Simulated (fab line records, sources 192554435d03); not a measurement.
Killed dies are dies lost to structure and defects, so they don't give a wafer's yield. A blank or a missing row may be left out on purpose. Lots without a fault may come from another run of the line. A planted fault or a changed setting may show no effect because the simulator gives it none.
One fault seen from 3 desks | flow n5_finfet | each desk has only its own numbers; what lay behind them comes last

THE DEFECT DESK
What the inspections along the route counted, lot by lot: means of the sampled wafers that have a number. A lot is out of limits, marked OUT, if its mean lies more than 4 standard deviations from the usual mean; the brackets give that distance.
Columns: A = raw_defect_count at N5_BEOL_M3_INSPECT_59, usual 70
lot  | first seen here | A
L176 | day 10 18:04    | 79
L178 | day 10 22:47    | 71
L181 | day 11 11:18    | 79
L188 | day 12 00:05    | 62
L189 | day 14 05:28    | 3403 (+99 or more) OUT
L175 | day 14 07:02    | 93
L191 | day 15 00:14    | 1744 (+73) OUT
L190 | day 15 08:27    | 1775 (+74) OUT
This desk's finding: out of limits on L189, L190, L191; first on L189, day 14 05:28 (raw_defect_count at N5_BEOL_M3_INSPECT_59). In limits: L176, L178, L181, L188, L175.

THE METROLOGY DESK
What the gauges read, lot by lot, whatever tool the lot ran on: means of the sampled wafers that have a number. A lot is out of limits, marked OUT, if its mean lies more than 4 standard deviations from the usual mean; the brackets give that distance. Of its 11 readings 7 are shown: the one that was out of limits first, and those that lie furthest out on some lot.
Columns: A = M3_THK at N5_BEOL_M3_THK_MEAS_53, usual 39.9 nm; B = DIBL_N at N5_BEOL_M4_RC_MEAS_101, usual 36.0 mV/V; C = DIBL_P at N5_BEOL_M4_RC_MEAS_101, usual 36.2 mV/V; D = IOFF_P at N5_BEOL_M4_RC_MEAS_101, usual 0.21 nA/um; E = SS_N at N5_BEOL_M4_RC_MEAS_101, usual 71.4 mV/dec; F = VT_N at N5_BEOL_M4_RC_MEAS_101, usual 250.0 mV; G = VT_P at N5_BEOL_M4_RC_MEAS_101, usual -251 mV
lot  | first seen here | A               | B    | C    | D    | E    | F     | G
L176 | day 10 17:47    | 37.6            | 35.3 | 35.5 | 0.20 | 71.4 | 249.3 | -250
L178 | day 10 22:29    | 40.6            | 35.4 | 36.5 | 0.19 | 71.3 | 251.0 | -251
L181 | day 11 11:01    | 42.8            | 35.0 | 36.2 | 0.20 | 71.1 | 250.1 | -250
L188 | day 11 23:49    | 39.6            | 38.0 | 38.1 | 0.29 | 71.7 | 249.9 | -244
L189 | day 14 05:08    | 112.7 (+49) OUT | 36.7 | 36.2 | 0.24 | 72.1 | 250.9 | -246
L175 | day 14 06:38    | 40.0            | 35.6 | 36.5 | 0.19 | 71.6 | 251.0 | -253
L191 | day 14 23:52    | 74.1 (+23) OUT  | 35.0 | 33.5 | 0.17 | 70.6 | 254.6 | -253
L190 | day 15 08:03    | 82.2 (+28) OUT  | 35.5 | 36.4 | 0.20 | 71.2 | 248.9 | -252
This desk's finding: out of limits on L189, L190, L191; first on L189, day 14 05:08 (M3_THK at N5_BEOL_M3_THK_MEAS_53). In limits: L176, L178, L181, L188, L175.

THE TOOL OWNER'S DESK: cmp-03
The tool's own readings at N5_BEOL_M3_CMP_52 (polishes, stops on SiOC, t overpolish 6.8 s, target thk 40 nm): means of the sampled wafers that have a number, for each lot that ran on this tool. A lot is out of limits, marked OUT, if its mean lies more than 4 standard deviations from the usual mean; the brackets give that distance.
Columns: A = barrier_field_endpoint_s at N5_BEOL_M3_CMP_52, usual 24.4 s; B = motor_current_A at N5_BEOL_M3_CMP_52, usual 6.2 A; C = overpolish_run_s at N5_BEOL_M3_CMP_52, usual 6.801 s; D = retaining_ring_pressure_frac at N5_BEOL_M3_CMP_52, usual 1.000; E = time_to_endpoint_s at N5_BEOL_M3_CMP_52, usual 60 s
lot  | first seen here | A              | B   | C                       | D     | E
L178 | day 10 22:11    | 25.6           | 6.5 | 6.799                   | 0.995 | 63
L181 | day 11 10:43    | 24.7           | 6.4 | 6.798                   | 1.003 | 62
L189 | day 14 04:55    | 35.3 (+20) OUT | 6.8 | 2.298 (-99 or more) OUT | 1.002 | 73 (+4.1) OUT
L191 | day 14 23:34    | 30.0 (+10) OUT | 6.6 | 4.548 (-99 or more) OUT | 0.998 | 66
L190 | day 15 07:50    | 30.0 (+10) OUT | 6.5 | 4.544 (-99 or more) OUT | 1.001 | 67
This desk's finding: out of limits on L189, L190, L191; first on L189, day 14 04:55 (barrier_field_endpoint_s at N5_BEOL_M3_CMP_52). In limits: L178, L181.

PUT TOGETHER
The tool owner's desk could have raised an alarm at day 14 04:55, on L189, L190, L191.
The metrology desk could have raised an alarm at day 14 05:08, on L189, L190, L191.
The defect desk could have raised an alarm at day 14 05:28, on L189, L190, L191.
Of the lots named, all ran N5_BEOL_M3_CMP_52 on cmp-03.

WHAT THE SIMULATOR HAD PUT IN
Process parameter drift: cmp-03, from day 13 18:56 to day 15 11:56, at N5_BEOL_M3_CMP_52. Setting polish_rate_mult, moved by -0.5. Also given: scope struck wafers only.
Lots struck among those shown: L189, L190, L191.
Hours from the fault's start to each desk's first reading out of limits: the tool owner's desk, 10; the metrology desk, 10; the defect desk, 11.
